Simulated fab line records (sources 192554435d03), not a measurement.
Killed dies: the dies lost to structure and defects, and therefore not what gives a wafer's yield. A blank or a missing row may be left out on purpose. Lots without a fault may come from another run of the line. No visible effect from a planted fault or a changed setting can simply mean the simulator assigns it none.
Matching of chambers -- flow n5Finfet -- 4 sister chambers for N5_BEOL_M4_STRIP_36 on rieDiel-01
The step strips in N2/H2. 27 wafers are shown with their chamber, then 12 later ones without.

== WAFERS, EACH WITH ITS CHAMBER ==
wafer,chamber,drypumpMotorCurrentA (A),showerheadPlenumPTorr (Torr),throttleValvePct (%)
L074.1,2,5.6,2.59,23.53
L074.2,1,6.1,2.59,23.36
L074.3,3,5.7,2.72,23.97
L074.4,0,5.2,2.66,23.48
L074.5,2,5.6,2.59,23.52
L074.6,3,5.7,2.72,23.99
L075.1,1,6.1,2.59,23.42
L075.2,2,5.6,2.59,23.52
L075.5,3,5.7,2.71,23.96
L077.1,3,5.7,2.71,23.99
L077.2,0,5.2,2.66,23.53
L077.5,3,5.7,2.71,24.00
L078.1,1,6.1,2.59,23.43
L078.3,0,5.2,2.66,23.50
L078.6,0,5.2,2.66,23.52
L080.1,0,5.2,2.66,23.53
L080.2,2,5.6,2.58,23.55
L080.6,1,6.1,2.58,23.43
L082.1,2,5.5,2.58,23.55
L082.2,1,6.1,2.58,23.42
L082.5,0,5.2,2.66,23.54
L083.1,0,5.2,2.66,23.53
L083.4,2,5.6,2.58,23.54
L083.6,0,5.2,2.66,23.56
L085.2,2,5.6,2.58,23.54
L085.4,0,5.2,2.66,23.57
L085.5,3,5.7,2.71,23.99

SIGNATURES (averages over the wafers above)
reading,chamber 0,chamber 1,chamber 2,chamber 3,scatter within a chamber
drypumpMotorCurrentA,5.200,6.100,5.586,5.700,0.0193
showerheadPlenumPTorr,2.6600,2.5860,2.5843,2.7133,0.0043
throttleValvePct,23.5289,23.4120,23.5357,23.9833,0.0225
Rule: distance of a wafer from a chamber = root of the sum over the readings of ((wafer's reading minus chamber's mean) / reading's scatter) squared. If the next closest chamber is less than 2 further off than the closest, the wafer can't be placed; otherwise it belongs to the closest. The scatter: the root of (the sum of the squares of (reading less its chamber's mean) over the shown wafers, divided by (wafers less chambers)).

== WAFERS WITHOUT THEIR CHAMBER ==
wafer,drypumpMotorCurrentA (A),showerheadPlenumPTorr (Torr),throttleValvePct (%)
L087.4,5.2,2.65,23.55
L087.5,5.1,2.65,23.55
L087.6,5.7,2.70,24.00
L093.3,6.1,2.57,23.48
L093.5,5.2,2.64,23.58
L093.6,5.7,2.70,24.02
L096.2,5.1,2.64,23.58
L096.5,5.5,2.57,23.59
L096.6,5.6,2.69,24.03
L095.2,5.7,2.69,24.07
L095.3,5.6,2.57,23.61
L095.6,5.6,2.57,23.59

== WHICH CHAMBER EACH ONE RAN IN ==
wafer,from the rows above,in truth
L087.4,0,0
L087.5,0,0
L087.6,3,3
L093.3,1,1
L093.5,0,0
L093.6,3,3
L096.2,0,0
L096.5,2,2
L096.6,3,3
L095.2,3,3
L095.3,2,2
L095.6,2,2
Correctly placed: 12 of 12. From these rows, 0 cannot be placed. Placed wrongly: 0.
